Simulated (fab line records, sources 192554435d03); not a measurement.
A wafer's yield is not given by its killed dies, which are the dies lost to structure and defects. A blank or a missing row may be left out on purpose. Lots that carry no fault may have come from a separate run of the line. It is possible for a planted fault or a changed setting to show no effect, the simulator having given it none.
Split-lot experiment | flow n5 finfet | 39 wafers read across 7 lots, on a route 1938 steps long

## ON THE SPLIT
At N5_FIN_SAQP_SPACER2_ALD_28 (deposits SiO2, target thk 8.1 nm, pulse time 1 s, purge time 2 s), the setting target thk a was moved away from the recipe's 81 angstrom on 18 of the 39 wafers read, by -57.3% to +56.3%. The other wafers ran this setting at the recipe's value.

## FROM THE SPLIT TO THE READING: what the file shows between them, 9 steps
- N5_FIN_SAQP_SPACER2_ETCHBACK_29: etches SiO2 in CHF3/O2, target depth 12.2 nm, time 6.1 s
- N5_FIN_SAQP_MANDREL2_REMOVE_60: chemistry HBr/Cl2/O2, target a-Si, stops on SiNx, bt time 10 s
- N5_FIN_SAQP_CD_MEAS_31: target cd 8 nm
- N5_FIN_SAQP_HM_OPEN_33: chemistry CH3F/O2, target SiNx, target depth 49.4 nm, time 70.6 s
- N5_FIN_SAQP_ETCH_34: etches SiO2 in C4F6/O2, target depth 45 nm, time 15 s
- N5_FIN_SAQP_STRIP_77: strips in N2/H2, time 90 s
- N5_FIN_SAQP_HM_CD_35: target cd 8 nm
- N5_FIN_SAQP_ETCH_64: etches SiO2 in CF4, target depth 1.5 nm
- N5_FIN_SAQP_FIN_ETCH_36: etches the open film in HBr/Cl2/O2, target depth 120 nm, time 50.4 s

## THE READING
Shown in nm: cd nm at N5_FIN_SAQP_CD_MEAS_37, with target cd 8 nm. Fault-free wafers of this fab line usually give 8.13 nm, standard deviation 0.27 nm.

wafer  | tool, chamber at the split | target thk a as run, angstrom | against the recipe | cd nm, nm | against lot-mates on the recipe
L079.1 | ald sin-03, 2              | 81                            | recipe             | 8.17      | -
L079.2 | ald sin-03, 0,3            | 81                            | recipe             | 8.00      | -
L079.3 | ald sin-03, 1,2            | 53.08                         | -34.5%             | 5.49      | -2.46
L079.4 | ald sin-03, 0,3            | 81                            | recipe             | 7.69      | -
L079.5 | ald sin-03, 3              | 53.08                         | -34.5%             | 5.21      | -2.74
L079.6 | ald sin-03, 1,2            | 53.08                         | -34.5%             | 5.79      | -2.16
L080.1 | ald sin-01, 1,2            | 81                            | recipe             | 7.82      | -
L080.2 | ald sin-01, 2,0            | 103.1                         | +27.3%             | 10.12     | +2.14
L080.3 | ald sin-01, 3              | 103.1                         | +27.3%             | 10.14     | +2.16
L080.4 | ald sin-01, 2,0            | 103.1                         | +27.3%             | 9.98      | +2.00
L080.5 | ald sin-01, 1,2            | 81                            | recipe             | 8.04      | -
L080.6 | ald sin-01, 3              | 81                            | recipe             | 8.09      | -
L087.1 | ald sin-04, 3,0,1          | 39.3                          | -51.5%             | 3.94      | -4.10
L087.2 | ald sin-04, 2              | 81                            | recipe             | 7.86      | -
L087.3 | ald sin-04, 3,0,1          | 39.3                          | -51.5%             | 4.19      | -3.85
L087.4 | ald sin-04, 3,0,1          | 39.3                          | -51.5%             | 4.42      | -3.62
L087.5 | ald sin-04, 3              | 81                            | recipe             | 8.04      | -
L087.6 | ald sin-04, 2              | 81                            | recipe             | 8.22      | -
L089.1 | ald sin-01, 1,3,0          | 81                            | recipe             | 8.23      | -
L089.2 | ald sin-01, 2,0,3          | 34.61                         | -57.3%             | 3.84      | -4.45
L089.3 | ald sin-01, 2,0,3          | 34.61                         | -57.3%             | 3.16      | -5.13
L089.4 | ald sin-01, 1,3,0          | 81                            | recipe             | 8.29      | -
L089.5 | ald sin-01, 1,3,0          | 81                            | recipe             | 8.35      | -
L089.6 | ald sin-01, 2,0,3          | 34.61                         | -57.3%             | 3.69      | -4.60
L094.2 | ald sin-03, 3              | 81                            | recipe             | 7.94      | -
L094.3 | ald sin-03, 1,2            | 81                            | recipe             | 7.94      | -
L094.4 | ald sin-03, 1,2            | 81                            | recipe             | 8.31      | -
L096.1 | ald sin-01, 0,3,1          | 81                            | recipe             | 8.32      | -
L096.2 | ald sin-01, 2,1,2          | 39.2                          | -51.6%             | 4.05      | -4.23
L096.3 | ald sin-01, 2,1,2          | 39.2                          | -51.6%             | 4.01      | -4.27
L096.4 | ald sin-01, 0,3,1          | 81                            | recipe             | 8.21      | -
L096.5 | ald sin-01, 2,1,2          | 39.2                          | -51.6%             | 4.07      | -4.21
L096.6 | ald sin-01, 0,3,1          | 81                            | recipe             | 8.32      | -
L097.1 | ald sin-01, 3,0,1          | 126.6                         | +56.3%             | 12.91     | +4.78
L097.2 | ald sin-01, 3,0,1          | 126.6                         | +56.3%             | 12.88     | +4.75
L097.3 | ald sin-01, 2              | 81                            | recipe             | 8.26      | -
L097.4 | ald sin-01, 3,0,1          | 126.6                         | +56.3%             | 12.47     | +4.34
L097.5 | ald sin-01, 2              | 81                            | recipe             | 8.04      | -
L097.6 | ald sin-01, 3              | 81                            | recipe             | 8.10      | -
When a row names more than one chamber, that row covers several wafers, and the file does not tell which wafer ran in which chamber.

FIT RESULTS
A straight line over all 39 wafers: cd nm changes by +0.0788 nm for each +1% of target thk a; r = +1.00; the points scatter about the line by 0.21 nm.
The same after taking each lot's own level away (the mean of its wafers on the recipe; 39 wafers): +0.0798 nm for each +1%; r = +1.00; scatter 0.21 nm.
On that fit, the largest move of target thk a shifts the reading by 4.6 nm.
The lots' own levels span 7.953 to 8.290 nm, that is 1.2 times the standard deviation above.
Hence the lot-to-lot level has little effect on the slope; both slopes agree.
Check: with one of the wafers moved furthest among these (-57.3%) left out of the fit, the line predicts -4.55 nm for it against its lot-mates. Against them it came out at -4.45 nm.

## THE WHOLE CHAIN: every reading that the file lists as answering this split, in the file's order
step                           | what it does                                                      | reading                                                                                 | change (the file's fit)                | r (the file's)
N5_FIN_SAQP_SPACER2_ALD_28     | deposits SiO2, target thk 8.1 nm, pulse time 1 s, purge time 2 s  | SiO2_of_FIN_SAQP_SPACER2_ALD_28.thk nm (the simulator's own value, which no gauge read) | +0.0813 nm for each +1% of the setting | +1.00
N5_FIN_SAQP_MANDREL2_REMOVE_60 | chemistry HBr/Cl2/O2, target a-Si, stops on SiNx, bt time 10 s    | FIN_SAQP.cd nm (the simulator's own value, which no gauge read)                         | +0.0813 nm for each +1% of the setting | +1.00
N5_FIN_SAQP_CD_MEAS_31         | target cd 8 nm                                                    | cd nm                                                                                   | +0.0824 nm for each +1% of the setting | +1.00
N5_FIN_SAQP_HM_OPEN_33         | chemistry CH3F/O2, target SiNx, target depth 49.4 nm, time 70.6 s | FIN_SAQP.cd nm (the simulator's own value, which no gauge read)                         | +0.0817 nm for each +1% of the setting | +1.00
N5_FIN_SAQP_HM_CD_35           | target cd 8 nm                                                    | cd nm                                                                                   | +0.0803 nm for each +1% of the setting | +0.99
N5_FIN_SAQP_CD_MEAS_37         | target cd 8 nm                                                    | cd nm                                                                                   | +0.0796 nm for each +1% of the setting | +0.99

## THE FILE'S OWN FIT
cd nm changes by +0.0796 nm for each +1% of target thk a, r = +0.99.
